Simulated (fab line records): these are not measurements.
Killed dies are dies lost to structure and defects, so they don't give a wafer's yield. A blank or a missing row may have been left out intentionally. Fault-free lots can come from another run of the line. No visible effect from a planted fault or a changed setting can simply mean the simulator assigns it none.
Chamber matching -- flow n5-finfet -- ald-metal-01 running N5_HKMG_FIN_ALD_21: 4 sister chambers
The step deposits TiN, target thk 1.5 nm, pulse time 1 s, purge time 3 s. 7 wafers are shown with their chamber, then 7 later ones without.

WAFERS WITH THEIR CHAMBER
wafer,chamber,heater-power-w (W),precursor-pulse-height-rel
L079.4,0,950,0.981
L082.6,1,821,1.018
L087.1,3,846,1.006
L087.2,2,844,1.000
L087.5,2,871,1.007
L076.2,3,833,0.990
L076.3,1,812,0.983

WAFERS WHOSE CHAMBER IS MISSING
wafer,heater-power-w (W),precursor-pulse-height-rel
L076.5,853,1.011
L094.4,848,1.030
L094.5,869,1.004
L094.6,846,1.043
L096.1,970,0.987
L096.3,853,0.988
L096.4,849,1.007

WHICH CHAMBER EACH WENT THROUGH
wafer,from the rows above,in truth
L076.5,can't be placed: 2 or 3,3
L094.4,can't be placed: 2 or 3 or 1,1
L094.5,can't be placed: 2 or 3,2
L094.6,can't be placed: 2 or 3 or 1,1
L096.1,0,0
L096.3,can't be placed: 2 or 3 or 1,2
L096.4,can't be placed: 2 or 3 or 1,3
Correct placement for 1 of the 7. Can't be placed from these rows: 6 (the true chamber is among the candidates in 6). Placed wrongly: 0.
How it was worked out, from the rows above alone: a wafer's distance from a chamber is the root of the sum, over the readings, of the square of ((its reading less the chamber's mean) divided by the reading's scatter). The wafer belongs to the nearest chamber; if the next one is less than 2 further off, it can't be placed. Each chamber's mean is taken over the wafers shown for it. How the scatter is found: for the shown wafers, subtract from each reading the mean of its chamber, square and add these, divide the total by (wafers less chambers), then take the root.
